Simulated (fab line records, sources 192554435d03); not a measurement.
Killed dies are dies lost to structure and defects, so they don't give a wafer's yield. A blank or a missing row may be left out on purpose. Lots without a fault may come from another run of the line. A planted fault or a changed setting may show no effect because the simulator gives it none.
A struck lot beside a sound one | flow n5_finfet | 31 steps out of a route of 1938
Sound: wafers L296.3, L296.4, L296.6. Struck: wafer L304.4. (L304.6 of the same lot was not struck and is left out.) The cause comes at the end.
At each step with rows: each side's tool, then ch and its chambers, then its first start. Under that, the readings that differ: sound wafers | struck wafers | difference of the means | sigmas: that difference in standard deviations of wafers without a fault.
alike: readings whose means differ by less than 2 such deviations, and words and numbers that are the same on both sides. not compared: withheld readings, readings that some wafer has no value for, bounds like >300 that may hide the same value, and numbers for which the record gives no deviation and whose values overlap.
The two part at a step that has a row with sigmas, a row that says differs or no value, or rows on one side only. Numbers that don't overlap but have no deviation are shown without sigmas and don't part them. A reading that every wafer of one side lacks parts them only if that side has two wafers or more.

first, 1 step without rows for these wafers: N5_BEOL_M0_CUTY_STRIP_64 (strips in N2/H2).
N5_BEOL_M0_ETCH_138: etches SiCN in CH3F/O2, target depth 12 nm, time 31.6 s.
  sound on rie_diel-04 ch 0,2, day 7 14:32; struck on rie_diel-05 ch 0, day 9 13:38
  reading                     | sound       | struck | difference | sigmas
  drypump_motor_current_A (A) | 4.8 5.9 4.8 | 6.1    | +0.9       | +2
  alike: etch_rf_on_time_s, oes_product_au, rf_vpp_V, showerhead_plenum_p_Torr, throttle_valve_pct
  not compared: rf_hours_counter_h
then, 2 steps without rows for these wafers: N5_BEOL_M0_HM_OPEN_105 (chemistry Cl2/BCl3, target TiN, target depth 12 nm); N5_BEOL_M0_STRIP_140 (strips in CF4).
N5_BEOL_M0_STRIP_104: strips in N2/H2.
  sound on rie_diel-06 ch 0,2, day 7 15:53; struck on rie_diel-05 ch 0, day 9 14:43
  reading     | sound             | struck | difference | sigmas
  power_w (W) | 449.6 451.7 447.0 | 452.6  | +3.2       | +2
  alike: drypump_motor_current_A, h2_flow_sccm, oes_product_au, rf_vpp_V, showerhead_plenum_p_Torr, throttle_valve_pct
  not compared: rf_hours_counter_h
then, 4 steps without rows for these wafers: N5_BEOL_M0_WET_ETCH_106 (etches SiO2 in DHF, target depth 130 nm, rinse time 30 s); N5_BEOL_M0_ETCH_128 (etches SiCN in CF4/N2, target depth 12 nm, overetch 5.1 nm, time 21.4 s); N5_BEOL_M0_TRENCH_ETCH_107 (etches SiOC in C4F6/O2, target depth 32.8 nm, time 16.4 s); N5_BEOL_M0_STRIP_142 (strips in N2/H2, time 10 s).
N5_BEOL_M0_OCD_MEAS_108:
  sound on ocd-01, day 7 16:10; struck on ocd-02, day 9 14:59
  alike: trench_depth_nm
then, 2 steps without rows for these wafers: N5_BEOL_M0_HM_STRIP_129 (strips TiN in peroxide tin strip, target depth 17 nm, time 108 s); N5_BEOL_M0_SRD_130 (time 30 s).
N5_BEOL_M0_ETCH_109: etches SiCN in CH3F/O2, target depth 8 nm, overetch 2.4 nm, time 27.4 s.
  sound on rie_diel-05 ch 2,3, day 7 16:22; struck on rie_diel-05 ch 3, day 9 15:06
  alike: drypump_motor_current_A, oes_product_au, rf_vpp_V, showerhead_plenum_p_Torr, throttle_valve_pct
  not compared: rf_hours_counter_h, model.SiOC_of_BEOL_M0_SAQP_ILD_DEP_01.thk_nm
then, 2 steps without rows for these wafers: N5_BEOL_M0_STRIP_139 (strips in post etch residue remover, time 60 s); N5_BEOL_M0_SRD_111 (time 30 s).
N5_BEOL_M0_DEGAS_112: time 60 s.
  sound on pvd_sputter-01, day 7 16:33; struck on pvd_sputter-02, day 9 15:34
  alike: heater_power_w, susceptor_temp_C
then, 4 steps without rows for these wafers: N5_BEOL_M0_PRE_CLEAN_113 (time 30 s); N5_BEOL_M0_ALD_136 (deposits TaN, pulse time 2 s, purge time 3 s, co reactant purge time 2 s); N5_BEOL_M0_SURFACE_TREAT_137; N5_BEOL_M0_CVD_115 (deposits Co from CCTBA/H2, time 120 s).
N5_BEOL_M0_SPUTTER_116: material Cu, target thk 4 nm, time 7.37 s.
  sound on pvd_sputter-03, day 7 19:06; struck on pvd_sputter-02, day 9 17:29
  alike: susceptor_temp_C, throttle_valve_pct
N5_BEOL_M0_ANNEAL_117: time 60 s.
  sound on pvd_sputter-03, day 7 19:11; struck on pvd_sputter-02, day 9 17:34
  reading              | sound                | struck | difference | sigmas
  susceptor_temp_C (C) | 399.79 400.28 399.78 | 400.66 | +0.71      | +3
  alike: heater_power_w
then, 7 steps without rows for these wafers: N5_BEOL_M0_SPUTTER_132 (material Cu, target thk 4 nm, time 7.37 s); N5_BEOL_M0_ANNEAL_133 (time 60 s); N5_BEOL_M0_SPUTTER_134 (material Cu, target thk 4 nm, time 7.37 s); N5_BEOL_M0_ANNEAL_135 (time 60 s); N5_BEOL_M0_SPUTTER_141 (material Cu, target thk 4 nm, time 7.37 s); N5_BEOL_M0_ECD_118 (material Cu, target thk 300 nm); N5_BEOL_M0_ANNEAL_119 (time 90 s).
N5_BEOL_M0_CMP_120: polishes, stops on SiOC, t overpolish 6.9 s.
  sound on cmp-03 ch 0,1,2, day 7 20:02; struck on cmp-01 ch 3, day 9 18:38
  alike: barrier_field_endpoint_s, clearing_platen_rpm, motor_current_A, overpolish_run_s, retaining_ring_pressure_frac, time_to_endpoint_s
  not compared: model.SiOC_of_BEOL_M0_SAQP_ILD_DEP_01.thk_nm
N5_BEOL_M4_RC_MEAS_101:
  sound on prober-02 ch 0, day 9 13:10; struck on prober-01 ch 0, day 11 08:41
  alike: DIBL_N, DIBL_P, IOFF_N, IOFF_P, ION_N, ION_P, SS_N, SS_P, VT_N, VT_P

WHERE THEY PART
First at N5_BEOL_M0_ETCH_138; last, within this record, at N5_BEOL_M0_ANNEAL_117. Later steps at which nothing parts them and some readings are alike: N5_BEOL_M0_CMP_120, N5_BEOL_M4_RC_MEAS_101.

WHY: what the simulator had put in
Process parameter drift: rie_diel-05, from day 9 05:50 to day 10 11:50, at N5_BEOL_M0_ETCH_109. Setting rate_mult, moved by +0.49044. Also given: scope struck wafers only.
